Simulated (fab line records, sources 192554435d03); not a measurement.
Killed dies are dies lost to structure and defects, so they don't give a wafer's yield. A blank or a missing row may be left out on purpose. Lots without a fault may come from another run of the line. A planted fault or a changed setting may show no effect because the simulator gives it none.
Split-lot experiment | flow n5_finfet | 7 lots, 21 wafers read, on a route of 1938 steps

THE SPLIT
At N5_HKMG_FIN_ETCH_55 (etches SOC in N2/H2, target depth 240 nm, time 300 s), the setting time_s was moved away from the recipe's 300 s on 5 of the 21 wafers read, by -20.5% to -6.8%. The other wafers ran this setting at the recipe's value.

The reading is taken at the split's own step.

THE READING
SiARC_of_HKMG_FIN_COAT_42.thk_nm (the simulator's own value, which no gauge read), in nm, at N5_HKMG_FIN_ETCH_55 (etches SOC in N2/H2, target depth 240 nm, time 300 s). The file gives no usual value for it. The 16 wafers here that ran the recipe average 21.1 nm, standard deviation 0.5 nm.

wafer  | tool, chamber at the split | time_s as run, s | against the recipe | SiARC_of_HKMG_FIN_COAT_42.thk_nm, nm | against lot-mates on the recipe
L076.1 | rie_diel-06, 3             | 300              | recipe             | 21.2                                 | -
L076.3 | rie_diel-06, 1             | 300              | recipe             | 21                                   | -
L076.5 | rie_diel-06, 1             | 300              | recipe             | 21                                   | -
L080.1 | rie_diel-04, 2             | 300              | recipe             | 20.2                                 | -
L080.3 | rie_diel-04, 3             | 300              | recipe             | 20.4                                 | -
L080.6 | rie_diel-04, 2             | 300              | recipe             | 20.4                                 | -
L081.3 | rie_diel-06, 1             | 271.3            | -9.6%              | 22.4                                 | +1.4
L081.4 | rie_diel-06, 0             | 271.3            | -9.6%              | 22.6                                 | +1.6
L081.6 | rie_diel-06, 1             | 300              | recipe             | 21                                   | -
L083.2 | rie_diel-05, 0             | 279.6            | -6.8%              | 22.8                                 | +1.2
L083.4 | rie_diel-05, 0             | 300              | recipe             | 21.6                                 | -
L083.5 | rie_diel-05, 1             | 279.6            | -6.8%              | 21.6                                 | +0.0
L095.1 | rie_diel-05, 2             | 300              | recipe             | 21.2                                 | -
L095.3 | rie_diel-05, 3             | 300              | recipe             | 21.4                                 | -
L095.4 | rie_diel-05, 0             | 300              | recipe             | 21.8                                 | -
L096.2 | rie_diel-04, 0             | 300              | recipe             | 20.8                                 | -
L096.4 | rie_diel-04, 3             | 238.4            | -20.5%             | 23.8                                 | +3.2
L096.6 | rie_diel-04, 2             | 300              | recipe             | 20.4                                 | -
L097.1 | rie_diel-05, 3             | 300              | recipe             | 21.2                                 | -
L097.3 | rie_diel-05, 0             | 300              | recipe             | 21.6                                 | -
L097.6 | rie_diel-05, 0             | 300              | recipe             | 21.8                                 | -

THE FIT
A straight line over all 21 wafers: SiARC_of_HKMG_FIN_COAT_42.thk_nm changes by -0.141 nm for each +1% of time_s; r = -0.84; the points scatter about the line by 0.5 nm.
The same after taking each lot's own level away (the mean of its wafers on the recipe; 21 wafers): -0.149 nm for each +1%; r = -0.94; scatter 0.29 nm.
On that fit, the largest move of time_s shifts the reading by 3.1 nm.
The lots' own levels span 20.33 to 21.60 nm, that is 2.5 times the standard deviation above.
So the lot-to-lot level changes the slope little: the two slopes agree.
Check: with one of the wafers moved furthest among these (-20.5%) left out of the fit, the line predicts +2.76 nm for it against its lot-mates. It came out at +3.2 nm against them.

OTHER SPLITS ON THESE WAFERS
These wafers also went through other splits before the reading. Each is held against what the fit with the lots' levels taken away leaves over:
other split on the same wafers | wafers away from the commonest value | r with SiARC_of_HKMG_FIN_COAT_42.thk_nm (lot level and that fit taken away)
N5_SD_EPI_N_EXPOSE_06 dose_mj  | 9                                    | +0.07
N5_SD_EPI_N_DESCUM_14 time_s   | 6                                    | -0.22

THE WHOLE CHAIN: every reading that the file lists as answering this split, in the file's order
step                | what it does                                         | reading                                                                           | change (the file's fit)              | r (the file's)
N5_HKMG_FIN_ETCH_55 | etches SOC in N2/H2, target depth 240 nm, time 300 s | etch.depth_nm (the simulator's own value, which no gauge read)                    | +2.21 nm for each +1% of the setting | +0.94
N5_HKMG_FIN_ETCH_55 | etches SOC in N2/H2, target depth 240 nm, time 300 s | HKMG_FIN.feature_depth_nm (the simulator's own value, which no gauge read)        | +2.21 nm for each +1% of the setting | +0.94
N5_HKMG_FIN_ETCH_55 | etches SOC in N2/H2, target depth 240 nm, time 300 s | SiARC_of_HKMG_FIN_COAT_42.thk_nm (the simulator's own value, which no gauge read) | -0.15 nm for each +1% of the setting | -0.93

THE FILE'S OWN FIT
SiARC_of_HKMG_FIN_COAT_42.thk_nm changes by -0.15 nm for each +1% of time_s, r = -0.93.
